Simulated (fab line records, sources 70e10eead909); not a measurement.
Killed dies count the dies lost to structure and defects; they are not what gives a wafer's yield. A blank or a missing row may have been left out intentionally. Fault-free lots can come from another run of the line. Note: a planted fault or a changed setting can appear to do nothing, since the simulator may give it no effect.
Matching of chambers :: flow nandHarc :: NHARC_A_M0_CMP_23 on cmp-01: 4 sister chambers
The step polishes, t overpolish 20 s, target thk 113.75 nm. 22 wafers are shown with their chamber, then 11 later ones without.

WAFERS WITH THEIR CHAMBER
wafer: L074.1
chamber: 3
motorCurrentA (A): 11.0
timeToEndpointS (s): 29.3

wafer: L074.2
chamber: 1
motorCurrentA (A): 12.7
timeToEndpointS (s): 28.4

wafer: L074.6
chamber: 1
motorCurrentA (A): 12.4
timeToEndpointS (s): 27.9

wafer: L076.1
chamber: 3
motorCurrentA (A): 10.7
timeToEndpointS (s): 32.3

wafer: L076.2
chamber: 2
motorCurrentA (A): 11.9
timeToEndpointS (s): 27.1

wafer: L076.5
chamber: 3
motorCurrentA (A): 10.5
timeToEndpointS (s): 28.4

wafer: L077.1
chamber: 3
motorCurrentA (A): 10.8
timeToEndpointS (s): 28.9

wafer: L077.3
chamber: 0
motorCurrentA (A): 13.9
timeToEndpointS (s): 28.6

wafer: L077.5
chamber: 1
motorCurrentA (A): 12.7
timeToEndpointS (s): 28.8

wafer: L077.2
chamber: 2
motorCurrentA (A): 11.9
timeToEndpointS (s): 30.4

wafer: L077.4
chamber: 1
motorCurrentA (A): 12.9
timeToEndpointS (s): 27.7

wafer: L077.6
chamber: 0
motorCurrentA (A): 12.9
timeToEndpointS (s): 30.5

wafer: L078.2
chamber: 1
motorCurrentA (A): 12.4
timeToEndpointS (s): 29.0

wafer: L078.3
chamber: 3
motorCurrentA (A): 10.6
timeToEndpointS (s): 27.0

wafer: L078.6
chamber: 0
motorCurrentA (A): 13.5
timeToEndpointS (s): 28.5

wafer: L086.2
chamber: 3
motorCurrentA (A): 10.3
timeToEndpointS (s): 28.7

wafer: L086.3
chamber: 0
motorCurrentA (A): 13.6
timeToEndpointS (s): 28.2

wafer: L086.6
chamber: 0
motorCurrentA (A): 13.4
timeToEndpointS (s): 26.6

wafer: L089.1
chamber: 0
motorCurrentA (A): 12.9
timeToEndpointS (s): 27.5

wafer: L089.3
chamber: 1
motorCurrentA (A): 12.0
timeToEndpointS (s): 27.3

wafer: L089.4
chamber: 2
motorCurrentA (A): 12.0
timeToEndpointS (s): 32.7

wafer: L087.1
chamber: 3
motorCurrentA (A): 10.5
timeToEndpointS (s): 25.6

SIGNATURES (averages over the wafers above)
reading: motorCurrentA
chamber 0: 13.367
chamber 1: 12.517
chamber 2: 11.933
chamber 3: 10.629
scatter within a chamber: 0.3

reading: timeToEndpointS
chamber 0: 28.317
chamber 1: 28.183
chamber 2: 30.067
chamber 3: 28.600
scatter within a chamber: 1.71
Rule: distance of a wafer from a chamber = root of the sum over the readings of ((wafer's reading minus chamber's mean) / reading's scatter) squared. If the next closest chamber is less than 2 further off than the closest, the wafer can't be placed; otherwise it belongs to the closest. The scatter: the root of (the sum of the squares of (reading less its chamber's mean) over the shown wafers, divided by (wafers less chambers)).

WAFERS MISSING THEIR CHAMBER
wafer: L087.5
motorCurrentA (A): 12.1
timeToEndpointS (s): 26.4

wafer: L087.6
motorCurrentA (A): 13.2
timeToEndpointS (s): 26.0

wafer: L088.4
motorCurrentA (A): 11.8
timeToEndpointS (s): 26.4

wafer: L088.5
motorCurrentA (A): 13.4
timeToEndpointS (s): 27.0

wafer: L088.6
motorCurrentA (A): 11.9
timeToEndpointS (s): 28.3

wafer: L095.1
motorCurrentA (A): 13.0
timeToEndpointS (s): 25.2

wafer: L095.4
motorCurrentA (A): 12.1
timeToEndpointS (s): 28.6

wafer: L095.5
motorCurrentA (A): 10.6
timeToEndpointS (s): 28.0

wafer: L096.1
motorCurrentA (A): 10.7
timeToEndpointS (s): 31.0

wafer: L096.3
motorCurrentA (A): 12.1
timeToEndpointS (s): 32.6

wafer: L096.4
motorCurrentA (A): 12.5
timeToEndpointS (s): 33.3

THE CHAMBER EACH PASSED THROUGH
wafer: L087.5
from the rows above: can't be placed: 1 or 2
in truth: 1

wafer: L087.6
from the rows above: can't be placed: 0 or 1
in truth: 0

wafer: L088.4
from the rows above: can't be placed: 2 or 1 or 3
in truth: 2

wafer: L088.5
from the rows above: 0
in truth: 0

wafer: L088.6
from the rows above: can't be placed: 2 or 1
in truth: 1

wafer: L095.1
from the rows above: can't be placed: 0 or 1
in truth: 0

wafer: L095.4
from the rows above: can't be placed: 2 or 1
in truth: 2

wafer: L095.5
from the rows above: 3
in truth: 3

wafer: L096.1
from the rows above: 3
in truth: 3

wafer: L096.3
from the rows above: can't be placed: 2 or 1
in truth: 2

wafer: L096.4
from the rows above: can't be placed: 2 or 1 or 0
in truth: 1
Correct placement for 3 of the 11. Cannot be placed on the basis of these rows: 8; the candidates contain the true chamber in 8. Wrongly placed: 0.
